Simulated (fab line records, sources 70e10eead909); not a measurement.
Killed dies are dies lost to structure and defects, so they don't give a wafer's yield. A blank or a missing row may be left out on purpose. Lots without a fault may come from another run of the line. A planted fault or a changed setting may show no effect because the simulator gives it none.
fab line records | flow nand_harc
record lots=15 wafers=45 last_day=24
route steps=1159 shown A_STAIRCASE@553
lots that met no fault: from a run of the same line without faults
start_h: hours from the record's first day to the start of the lot's first wafer shown | wait_h: hours since the lot's step before | " the same as in the row above | L1.1+2: a row that stands for several wafers | - no value, or no start given | * or withheld: withheld | < > ~ a bound
route shown NAME@n: a module of which the file shows steps, and the number in the route of the first | usual: mean/standard deviation of fault-free wafers | same: alike in all rows | chamber/n: place in a boat | sites: the reading at each site | _std_site: their standard deviation | _edge_site: outer sites' mean less inner sites' | radius_mm: how far each site lies from the wafer's centre | mask NAME#n: copy n | behind: the tool/chamber that last shaped the wafer | hold: why the lot was held/for how many hours/how that ended | device: the transistor (n, p or np) that didn't switch | end of line: the same wafers' tests at the end of the route | a step without rows: its recipe alone | killed: dies lost to structure and defects at the first sort, not the wafer's yield | map: a wafer's dies, x killed, . not, _ none there
set.NAME: the setting as run; set.NAME@STEP: as run at that earlier step | model.NAME: the simulator's own value behind a step, which no gauge read
steps of the route over a sample of lots; a table a step, a row a wafer
services: from which hour (start_h, from the record's first day; less than 0 if before it) a tool's chamber was out of use, for how many hours, and why
## steps
# step NHARC_A_STAIRCASE_ETCH_17
# recipe target_depth_a=1000 time_s=40.5 ion_energy_ev=400 c4f8_flow_sccm=20 o2_flow_sccm=10 ar_flow_sccm=withheld rf_w=600 bias_w=1000 chemistry=C4F8/O2
# usual oes_product_au=0.940/0.01 rf_vpp_V=896/6.7
# same time_s=40.5
# columns lot.wafer tool chamber start_h wait_h oes_product_au rf_hours_counter_h rf_vpp_V
L803.4 rie_diel-10 1 - - 0.950 26 888
L803.3 " 2 " " 0.942 25 889
L803.5 " 0 " " 0.957 - 893
L807.3 rie_diel-10 0 - - 0.954 30 894
L807.2 " 2 " " 0.946 26 889
L807.6 " 0 " " 0.952 - 892
L805.3 rie_diel-12 1 - - 0.939 17 904
L805.5 " 1 " " 0.934 - 902
L805.6 " 2 " " 0.934 - 886
L806.4 rie_diel-12 0 - - 0.938 19 905
L806.3 " 1 " " 0.941 18 901
L806.5 " 1 " " 0.941 - 902
L808.1 rie_diel-12 1 - - 0.954 18 902
L808.6 " 0 " " 0.946 - 905
L808.5 " 1 " " 0.959 - 902
L809.1 rie_diel-12 0 - - 0.955 26 904
L809.2 " 1 " " 0.955 25 901
L809.6 " 0 " " 0.955 - 906
L816.2 rie_diel-10 2 - - 0.944 51 888
L816.4 " 0 " " 0.949 54 892
L816.5 " 2 " " 0.939 - 889
L817.3 rie_diel-12 2 - - 0.925 39 887
L817.2 " 3 " " 0.928 42 905
L817.5 " 1 " " 0.934 - 900
L818.1 rie_diel-10 3 - - 0.933 46 894
L818.3 " 1 " " 0.936 58 888
L818.5 " 3 " " 0.934 - 893
L821.3 rie_diel-01 0 - - 0.942 8 888
L821.2 " 2 " " 0.944 6 895
L821.6 " 3 " " 0.935 - 902
L820.1 rie_diel-10 3 - - 0.934 49 893
L820.4 " 1 " " 0.951 61 887
L820.6 " 0 " " 0.947 - 893
L823.3 rie_diel-12 1 - - 0.954 55 900
L823.6 " 0 " " 0.941 - 904
L823.5 " 1 " " 0.957 - 902
L822.1 rie_diel-01 2 - - 0.953 14 895
L822.3 " 1 " " 0.943 14 898
L822.5 " 3 " " 0.944 - 901
L824.3 rie_diel-01 1 - - 0.936 14 896
L824.1 " 2 " " 0.938 14 895
L824.2 " 3 " " 0.931 15 900
L825.3 rie_diel-01 3 - - 0.931 25 901
L825.2 " 1 " " 0.948 26 898
L825.5 " 2 " " 0.940 - 895
# step NHARC_A_STAIRCASE_ETCH_23
# recipe target_depth_a=1000 time_s=40.5 ion_energy_ev=400 c4f8_flow_sccm=20 o2_flow_sccm=10 ar_flow_sccm=withheld rf_w=600 bias_w=1000 chemistry=C4F8/O2
# usual oes_product_au=0.944/0.0094 rf_vpp_V=895/6.4
# same time_s=40.5
# columns lot.wafer tool chamber start_h wait_h oes_product_au rf_hours_counter_h rf_vpp_V
L803.3 rie_diel-01 2 - - 0.933 36 897
L803.4 " 0 " " 0.947 36 887
L803.5 " 3 " " 0.937 - 901
L807.3 rie_diel-12 0 - - 0.947 18 906
L807.2 " 2 " " 0.940 15 888
L807.6 " 3 " " 0.941 - 905
L805.3 rie_diel-01 0 - - 0.958 39 888
L805.5 " 2 " " 0.937 - 895
L805.6 " 3 " " 0.939 - 902
L806.3 rie_diel-10 0 - - 0.932 33 893
L806.4 " 0 " " 0.948 - 894
L806.5 " 1 " " 0.931 - 890
L808.1 rie_diel-10 0 - - 0.938 33 894
L808.5 " 0 " " 0.950 - 894
L808.6 " 2 " " 0.941 - 892
L809.1 rie_diel-10 3 - - 0.935 26 894
L809.2 " 1 " " 0.962 36 889
L809.6 " 2 " " 0.958 - 890
L816.2 rie_diel-01 1 - - 0.932 2 897
L816.4 " 2 " " 0.942 2 896
L816.5 " 1 " " 0.931 - 897
L817.2 rie_diel-01 1 - - 0.939 2 898
L817.3 " 3 " " 0.933 3 901
L817.5 " 0 " " 0.926 - 887
L818.3 rie_diel-10 1 - - 0.949 59 887
L818.1 " 3 " " 0.925 47 893
L818.5 " 2 " " 0.938 - 888
L820.4 rie_diel-10 2 - - 0.935 59 890
L820.1 " 0 " " 0.949 60 893
L820.6 " 1 " " 0.936 - 889
L821.2 rie_diel-10 0 - - 0.952 60 893
L821.3 " 1 " " 0.934 61 888
L821.6 " 0 " " 0.954 - 894
L823.3 rie_diel-12 2 - - 0.947 51 885
L823.6 " 1 " " 0.937 - 901
L823.5 " 2 " " 0.941 - 887
L822.1 rie_diel-12 0 - - 0.932 57 904
L822.3 " 1 " " 0.944 56 901
L822.5 " 3 " " 0.942 - 903
L824.3 rie_diel-01 1 - - 0.940 15 899
L824.1 " 2 " " 0.934 15 896
L824.2 " 3 " " 0.939 15 901
L825.3 rie_diel-10 0 - - 0.955 6 892
L825.2 " 2 " " 0.940 9 889
L825.5 " 0 " " 0.965 - 893
# step NHARC_A_STAIRCASE_TRIM_26
# recipe time_s=211.2 o2_flow_sccm=500 ar_flow_sccm=0 bias_w=0 chemistry=O2
# usual drypump_motor_current_A=5.6/0.5 oes_product_au=1.001/0.0064 rf_vpp_V=57.6/0.87 showerhead_plenum_p_Torr=3.50/0.17 throttle_valve_pct=17.036/0.009
# same time_s=211.2
# columns lot.wafer tool chamber start_h wait_h drypump_motor_current_A oes_product_au rf_hours_counter_h rf_vpp_V showerhead_plenum_p_Torr throttle_valve_pct
L803.3 rie_diel-01 0 - - 6.4 1.004 36 57.3 3.30 17.022
L803.4 " 3 " " 6.3 0.998 35 57.0 3.70 17.033
L803.5 " 1 " " 5.7 0.998 - 56.6 3.58 17.049
L807.3 rie_diel-12 2 - - 4.8 0.998 15 56.9 3.30 17.040
L807.2 " 3 " " 5.4 1.009 16 59.3 3.80 17.037
L807.6 " 3 " " 5.4 0.997 - 57.7 3.80 17.033
L805.3 rie_diel-01 1 - - 5.7 1.009 41 58.7 3.58 17.023
L805.6 " 0 " " 6.3 0.998 - 57.7 3.30 17.034
L805.5 " 1 " " 5.7 1.001 - 59.3 3.58 17.027
L806.3 rie_diel-10 0 - - 5.6 1.011 33 57.0 3.44 17.030
L806.5 " 0 " " 5.6 1.005 - 59.1 3.44 17.040
L806.4 " 1 " " 5.9 1.002 - 57.1 3.34 17.041
L808.1 rie_diel-10 2 - - 5.3 0.995 29 58.1 3.35 17.032
L808.6 " 0 " " 5.6 1.010 - 57.7 3.44 17.035
L808.5 " 1 " " 5.9 1.001 - 57.4 3.34 17.021
L809.2 rie_diel-10 1 - - 5.8 1.006 36 57.2 3.33 17.018
L809.1 " 3 " " 5.0 0.996 26 57.0 3.48 17.026
L809.6 " 0 " " 5.6 1.004 - 58.0 3.44 17.034
L816.4 rie_diel-01 1 - - 5.7 1.013 2 58.1 3.57 17.036
L816.2 " 3 " " 6.3 0.994 3 57.1 3.68 17.045
L816.5 " 0 " " 6.4 0.992 - 59.3 3.29 17.043
L817.3 rie_diel-01 3 - - 6.3 0.996 3 60.4 3.68 17.037
L817.2 " 0 " " 6.4 0.987 4 58.3 3.29 17.037
L817.5 " 1 " " 5.7 1.005 - 57.4 3.57 17.032
L818.1 rie_diel-10 3 - - 5.0 0.992 47 58.1 3.47 17.014
L818.3 " 1 " " 5.9 0.998 59 56.8 3.32 17.040
L818.5 " 3 " " 5.0 1.000 - 59.4 3.47 17.024
L820.1 rie_diel-10 1 - - 5.9 0.991 61 57.9 3.32 17.037
L820.4 " 3 " " 5.0 0.994 50 58.2 3.47 17.029
L820.6 " 0 " " 5.6 0.999 - 55.9 3.43 17.027
L821.2 rie_diel-10 0 - - 5.6 1.002 61 56.0 3.43 17.029
L821.3 " 2 " " 5.3 0.997 60 57.2 3.33 17.032
L821.6 " 0 " " 5.6 1.000 - 58.0 3.43 17.033
L823.3 rie_diel-12 0 - - 5.6 1.002 57 58.1 3.77 17.034
L823.5 " 1 " " 5.2 1.000 - 58.0 3.68 17.034
L823.6 " 2 " " 4.9 0.993 - 56.9 3.28 17.029
L822.3 rie_diel-12 0 - - 5.5 1.006 58 57.6 3.77 17.032
L822.1 " 1 " " 5.2 0.999 56 57.1 3.68 17.039
L822.5 " 0 " " 5.6 1.004 - 58.1 3.77 17.041
L824.3 rie_diel-01 0 - - 6.3 0.999 16 57.0 3.28 17.043
L824.2 " 1 " " 5.6 1.006 15 56.8 3.56 17.036
L824.1 " 2 " " 6.7 1.001 15 57.5 3.51 17.031
L825.2 rie_diel-10 2 - - 5.3 0.997 9 56.1 3.33 17.024
L825.3 " 0 " " 5.6 1.010 7 58.3 3.42 17.038
L825.5 " 1 " " 5.9 1.000 - 57.6 3.31 17.036
# step NHARC_A_STAIRCASE_PEB_182
# recipe peb_temp_c=115 peb_time_s=130
# usual chill_plate_temp_C=23.00/0.12 exhaust_pa=44.9/0.87
# columns lot.wafer tool chamber start_h wait_h chill_plate_temp_C exhaust_pa
L803.3 litho_track-02 0 253.60 0.1 23.11 44.1
L803.4 " 0 " " 23.06 43.7
L803.5 " 0 " " 22.90 44.3
L807.2 litho_track-03 0 260.88 0.1 22.80 46.6
L807.3 " 0 " " 22.71 45.4
L807.6 " 0 " " 22.83 46.3
L805.3 litho_track-02 0 261.84 0.1 23.05 45.8
L805.5 " 0 " " 22.74 46.7
L805.6 " 0 " " 22.86 45.6
L806.3 litho_track-03 0 264.97 0.1 23.11 46.3
L806.4 " 0 " " 22.99 44.9
L806.5 " 0 " " 22.96 45.6
L808.1 litho_track-02 0 265.26 0.1 23.02 43.0
L808.5 " 0 " " 22.98 44.0
L808.6 " 0 " " 22.88 43.2
L809.1 litho_track-03 0 278.37 0.1 23.01 45.1
L809.2 " 0 " " 23.17 45.3
L809.6 " 0 " " 23.09 44.3
L816.2 litho_track-02 - 331.45 0.1 - -
L816.4 " - " " - -
L816.5 " - " " - -
L817.2 litho_track-02 - 331.75 0.1 - -
L817.3 " - " " - -
L817.5 " - " " - -
L818.1 litho_track-03 - 336.02 0.1 - -
L818.3 " - " " - -
L818.5 " - " " - -
L820.1 litho_track-05 0 341.30 0.1 22.97 45.2
L820.4 " 0 " " 23.03 44.8
L820.6 " 0 " " 23.02 45.2
L821.2 litho_track-05 0 341.46 0.1 23.06 44.6
L821.3 " 0 " " 22.92 45.8
L821.6 " 0 " " 23.01 46.8
L823.3 litho_track-05 0 357.23 0.1 23.03 46.6
L823.5 " 0 " " 23.14 44.6
L823.6 " 0 " " 23.07 45.2
L822.1 litho_track-03 0 358.02 0.1 23.00 45.4
L822.3 " 0 " " 23.17 45.7
L822.5 " 0 " " 23.37 45.0
L824.1 litho_track-03 0 358.33 0.1 22.88 44.1
L824.2 " 0 " " 22.99 44.0
L824.3 " 0 " " 23.02 44.7
L825.2 litho_track-03 0 385.70 0.1 22.89 46.0
L825.3 " 0 " " 23.03 46.0
L825.5 " 0 " " 22.94 45.2
## services
# columns tool chamber start_h hours kind
rie_diel-10 0 235.21 - clean
rie_diel-10 1 235.21 - clean
rie_diel-10 2 235.21 - clean
rie_diel-10 3 235.21 - clean
litho_track-05 - 237.00 7.0 pm
rie_diel-10 0 259.71 - clean
rie_diel-10 1 259.71 - clean
rie_diel-10 2 259.71 - clean
rie_diel-10 3 259.71 - clean
rie_diel-10 0 284.21 - clean
rie_diel-10 1 284.21 - clean
rie_diel-10 2 284.21 - clean
rie_diel-10 3 284.21 - clean
rie_diel-12 2 285.43 4.8 repair
rie_diel-10 0 308.71 - clean
rie_diel-10 1 308.71 - clean
rie_diel-10 2 308.71 - clean
rie_diel-01 - 314.99 9.0 pm
rie_diel-12 3 334.04 1.7 repair
litho_track-02 - 340.01 7.0 pm
rie_diel-10 - 354.21 9.0 pm
rie_diel-10 0 368.20 1.4 repair
rie_diel-01 - 370.63 0.4 repair
rie_diel-12 - 379.62 9.0 pm
## key
first_sign step=NHARC_A_STAIRCASE_PEB_182 reading=tool_record direction=missing
effect none on later readings
met_at NHARC_A_STAIRCASE_PEB_182
struck_lots L816,L817,L818
scrapped_behind NHARC_A_SGD_CUT_INSPECT_11 L816.2,L816.4,L816.5,L817.2,L817.3,L817.5,L818.1,L818.3,L818.5
not_acting_at NHARC_A_STAIRCASE_ETCH_17,NHARC_A_STAIRCASE_ETCH_23,NHARC_A_STAIRCASE_TRIM_26
onset_between 278.37 331.45
fault kind=skipped_step_whole tool=litho_track-02,litho_track-03 chamber=- onset_h=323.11 steps=NHARC_A_STAIRCASE_PEB_182 scope=struck_lots_only
